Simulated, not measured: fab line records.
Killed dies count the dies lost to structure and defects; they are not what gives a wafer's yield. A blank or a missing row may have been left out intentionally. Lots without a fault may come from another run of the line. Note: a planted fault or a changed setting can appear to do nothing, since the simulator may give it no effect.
Split-lot trial    flow n5 finfet    7 lots, 39 wafers read, on a route of 1938 steps

## THE SPLIT
At N5_HKMG_FIN_ETCH_35 (etches SOC in N2/H2, target depth 215.8 nm, time 243.4 s), the setting target depth a was moved away from the recipe's 2158 angstrom on 12 of the 39 wafers read, by -19.5% to +44.3%. The other wafers ran this setting at the recipe's value.

Between the split and the reading, the file records no step.

## THE READING
TiN_of_HKMG_FIN_PWFM_ALD_03.thk nm (the simulator's own value, which no gauge read), in nm, at N5_HKMG_FIN_STRIP_92 (strips SOC in N2/H2, time 20 s). The file gives no usual value for it.

wafer   tool, chamber at the split  target depth a as run, angstrom  against the recipe  TiN_of_HKMG_FIN_PWFM_ALD_03.thk nm, nm  against lot-mates on the recipe
L074.1  rie diel-03, 3              2158                             recipe              2                                       -
L074.2  rie diel-03, 2              2158                             recipe              2                                       -
L074.3  rie diel-03, 1              2158                             recipe              2                                       -
L074.4  rie diel-03, 3              2158                             recipe              2                                       -
L074.5  rie diel-03, 2              2158                             recipe              2                                       -
L074.6  rie diel-03, 1              2158                             recipe              2                                       -
L078.1  rie diel-05, 3              2158                             recipe              2                                       -
L078.2  rie diel-05, 2              2824                             +30.9%              2                                       +0.0
L078.3  rie diel-05, 1              2158                             recipe              2                                       -
L078.4  rie diel-05, 0              2158                             recipe              2                                       -
L078.5  rie diel-05, 0              2824                             +30.9%              2                                       +0.0
L078.6  rie diel-05, 1              2824                             +30.9%              2                                       +0.0
L085.1  rie diel-05, 1              2158                             recipe              2                                       -
L085.2  rie diel-05, 0              3115                             +44.3%              0                                       -2.0
L085.4  rie diel-05, 2              3115                             +44.3%              0                                       -2.0
L085.6  rie diel-05, 2              3115                             +44.3%              0                                       -2.0
L085.3  rie diel-05, 3              2158                             recipe              2                                       -
L085.5  rie diel-05, 1              2158                             recipe              2                                       -
L086.2  rie diel-01, 2              2158                             recipe              2                                       -
L086.4  rie diel-01, 3              2158                             recipe              2                                       -
L086.6  rie diel-01, 3              2158                             recipe              2                                       -
L088.1  rie diel-03, 1              3013                             +39.6%              0.2                                     -1.8
L088.2  rie diel-03, 3              3013                             +39.6%              0                                       -2.0
L088.6  rie diel-03, 0              3013                             +39.6%              0                                       -2.0
L088.3  rie diel-03, 2              2158                             recipe              2                                       -
L088.4  rie diel-03, 0              2158                             recipe              2                                       -
L088.5  rie diel-03, 3              2158                             recipe              2                                       -
L093.1  rie diel-05, 0              2158                             recipe              2                                       -
L093.2  rie diel-05, 1              2158                             recipe              2                                       -
L093.3  rie diel-05, 2              2158                             recipe              2                                       -
L093.4  rie diel-05, 3              2158                             recipe              2                                       -
L093.5  rie diel-05, 0              2158                             recipe              2                                       -
L093.6  rie diel-05, 3              2158                             recipe              2                                       -
L096.1  rie diel-05, 0              2158                             recipe              2                                       -
L096.2  rie diel-05, 3              2158                             recipe              2                                       -
L096.3  rie diel-05, 2              1737                             -19.5%              2                                       +0.0
L096.4  rie diel-05, 0              2158                             recipe              2                                       -
L096.5  rie diel-05, 2              1737                             -19.5%              2                                       +0.0
L096.6  rie diel-05, 3              1737                             -19.5%              2                                       +0.0

THE FIT
A straight line over all 39 wafers: TiN_of_HKMG_FIN_PWFM_ALD_03.thk nm changes by -0.0327 nm for each +1% of target depth a; r = -0.83; the points scatter about the line by 0.41 nm.
The same after taking each lot's own level away (the mean of its wafers on the recipe; 39 wafers): -0.0327 nm for each +1%; r = -0.83; scatter 0.41 nm.
According to that fit, moving target depth a by its largest amount changes the reading by 1.5 nm.
The lots' own levels span 2.00 to 2.00 nm.
The two slopes agree, so the slope changes little with the lot-to-lot level.
Check: -1.44 nm against its lot-mates is what the line predicts for one of the wafers moved furthest among these (+44.3%) when that wafer is left out of the fit. Against them it came out at -2 nm.

## THESE WAFERS: OTHER SPLITS
Other splits were also applied to these wafers ahead of the reading. Each is held against what the fit with the lots' levels taken away leaves over:
other split on the same wafers      wafers away from the commonest value  r with TiN_of_HKMG_FIN_PWFM_ALD_03.thk nm (lot level and that fit taken away)
N5_ZERO_LAYER_PECVD_02 time s       18                                    -0.15
N5_FIN_SAQP_HM_DEP_72 target thk a  9                                     +0.08
N5_SDB_ALD_29 ald cycles            15                                    -0.07

## THE WHOLE CHAIN: every reading that the file lists as answering this split, in the file's order
step                  what it does                                              reading                                                                              change (the file's fit)                 r (the file's)
N5_HKMG_FIN_ETCH_35   etches SOC in N2/H2, target depth 215.8 nm, time 243.4 s  etch.depth nm (the simulator's own value, which no gauge read)                       +2.14 nm for each +1% of the setting    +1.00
N5_HKMG_FIN_ETCH_35   etches SOC in N2/H2, target depth 215.8 nm, time 243.4 s  HKMG_FIN.feature depth nm (the simulator's own value, which no gauge read)           +2.14 nm for each +1% of the setting    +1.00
N5_HKMG_FIN_ETCH_35   etches SOC in N2/H2, target depth 215.8 nm, time 243.4 s  SOC_of_HKMG_FIN_COAT_29.thk nm (the simulator's own value, which no gauge read)      -2.05 nm for each +1% of the setting    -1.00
N5_HKMG_FIN_STRIP_92  strips SOC in N2/H2, time 20 s                            SOC_of_HKMG_FIN_COAT_29.thk nm (the simulator's own value, which no gauge read)      -1.88 nm for each +1% of the setting    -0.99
N5_HKMG_FIN_STRIP_92  strips SOC in N2/H2, time 20 s                            TiN_of_HKMG_FIN_PWFM_ALD_03.thk nm (the simulator's own value, which no gauge read)  -0.0339 nm for each +1% of the setting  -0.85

## THE FILE'S OWN FIT
TiN_of_HKMG_FIN_PWFM_ALD_03.thk nm changes by -0.0339 nm for each +1% of target depth a, r = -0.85.
